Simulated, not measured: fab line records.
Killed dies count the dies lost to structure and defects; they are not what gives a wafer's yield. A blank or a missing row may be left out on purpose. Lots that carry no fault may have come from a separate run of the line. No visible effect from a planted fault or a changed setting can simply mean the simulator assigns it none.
Split-lot study + flow n5 finfet + on a route of 1938 steps: 7 lots, 39 wafers read

## THE SPLIT
At N5_PASSIVATION_PASS_ETCH_47 (etches SiNx in CF4/O2, target depth 770 nm, time 385 s), the setting time s was moved away from the recipe's 385 s on 12 of the 39 wafers read, by -41.4% to +39.6%. The other wafers ran this setting at the recipe's value.

The reading comes from the split's own step.

## THE READING
etch.depth nm (the simulator's own value, which no gauge read), in nm, at N5_PASSIVATION_PASS_ETCH_47 (etches SiNx in CF4/O2, target depth 770 nm, time 385 s). The file does not state a usual value for it. The 27 wafers here that ran the recipe average 767.1 nm, standard deviation 14 nm.

| wafer  | tool, chamber at the split | time s as run, s | against the recipe | etch.depth nm, nm | against lot-mates on the recipe |
|--------|----------------------------|------------------|--------------------|-------------------|---------------------------------|
| L076.1 | rie diel-01, 1             | 385              | recipe             | 773.5             | -                               |
| L076.2 | rie diel-01, 0             | 385              | recipe             | 773.1             | -                               |
| L076.3 | rie diel-01, 3             | 385              | recipe             | 778.2             | -                               |
| L076.4 | rie diel-01, 2             | 385              | recipe             | 768.6             | -                               |
| L076.5 | rie diel-01, 2             | 385              | recipe             | 772.8             | -                               |
| L076.6 | rie diel-01, 3             | 385              | recipe             | 769               | -                               |
| L080.1 | rie diel-04, 0             | 481.3            | +25.0%             | 960.4             | +187.0                          |
| L080.2 | rie diel-04, 3             | 385              | recipe             | 775.8             | -                               |
| L080.3 | rie diel-04, 1             | 385              | recipe             | 766.8             | -                               |
| L080.4 | rie diel-04, 2             | 481.3            | +25.0%             | 961.4             | +188.0                          |
| L080.5 | rie diel-04, 3             | 385              | recipe             | 777.7             | -                               |
| L080.6 | rie diel-04, 0             | 481.3            | +25.0%             | 946.7             | +173.3                          |
| L081.1 | rie diel-04, 1             | 385              | recipe             | 772               | -                               |
| L081.2 | rie diel-04, 3             | 250.4            | -35.0%             | 507.1             | -262.0                          |
| L081.3 | rie diel-04, 0             | 385              | recipe             | 768               | -                               |
| L081.4 | rie diel-04, 2             | 250.4            | -35.0%             | 508               | -261.1                          |
| L081.5 | rie diel-04, 0             | 385              | recipe             | 767.3             | -                               |
| L081.6 | rie diel-04, 1             | 250.4            | -35.0%             | 503.8             | -265.3                          |
| L085.1 | rie diel-02, 0             | 385              | recipe             | 791.8             | -                               |
| L085.2 | rie diel-02, 2             | 385              | recipe             | 751               | -                               |
| L085.3 | rie diel-02, 1             | 385              | recipe             | 754.1             | -                               |
| L085.4 | rie diel-02, 3             | 385              | recipe             | 741.6             | -                               |
| L085.5 | rie diel-02, 1             | 385              | recipe             | 756.6             | -                               |
| L085.6 | rie diel-02, 2             | 385              | recipe             | 756.2             | -                               |
| L086.1 | rie diel-02, 2             | 385              | recipe             | 758.4             | -                               |
| L086.2 | rie diel-02, 3             | 385              | recipe             | 744.4             | -                               |
| L086.3 | rie diel-02, 0             | 225.5            | -41.4%             | 460.4             | -291.1                          |
| L086.4 | rie diel-02, 1             | 385              | recipe             | 751.8             | -                               |
| L086.5 | rie diel-02, 1             | 225.5            | -41.4%             | 442.7             | -308.8                          |
| L086.6 | rie diel-02, 0             | 225.5            | -41.4%             | 460.2             | -291.3                          |
| L094.1 | rie diel-02, 0             | 385              | recipe             | 789               | -                               |
| L094.2 | rie diel-02, 1             | 385              | recipe             | 751.8             | -                               |
| L094.5 | rie diel-02, 0             | 385              | recipe             | 785.1             | -                               |
| L096.1 | rie diel-02, 2             | 385              | recipe             | 761.7             | -                               |
| L096.2 | rie diel-02, 0             | 537.6            | +39.6%             | 1105              | +332.7                          |
| L096.3 | rie diel-02, 1             | 385              | recipe             | 756.9             | -                               |
| L096.4 | rie diel-02, 3             | 385              | recipe             | 798.4             | -                               |
| L096.5 | rie diel-02, 0             | 537.6            | +39.6%             | 1104              | +331.7                          |
| L096.6 | rie diel-02, 1             | 537.6            | +39.6%             | 1057              | +284.7                          |

FIT RESULTS
A straight line over all 39 wafers: etch.depth nm changes by +7.71 nm for each +1% of time s; r = +1.00; the points scatter about the line by 15 nm.
The same after taking each lot's own level away (the mean of its wafers on the recipe; 39 wafers): +7.52 nm for each +1%; r = +1.00; scatter 14 nm.
According to that fit, moving time s by its largest amount changes the reading by 3.1e+02 nm.
Across the lots, their own levels run from 751.53 to 775.30 nm, a range of 1.7 times the standard deviation given above.
The two slopes agree, so the slope changes little with the lot-to-lot level.
Check: with one of the wafers moved furthest among these (-41.4%) left out of the fit, the line predicts -312 nm for it against its lot-mates. Against them it came out at -291 nm.

## FURTHER SPLITS ON THESE WAFERS
Before the reading, these wafers also passed through other splits. Each is held against what the fit with the lots' levels taken away leaves over:
| other split on the same wafers  | wafers away from the commonest value | r with etch.depth nm (lot level and that fit taken away) |
|---------------------------------|--------------------------------------|----------------------------------------------------------|
| N5_BEOL_M15_DEP_53 target thk a | 6                                    | +0.20                                                    |

## FILE'S OWN FIT
etch.depth nm changes by +7.52 nm for each +1% of time s, r = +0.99.
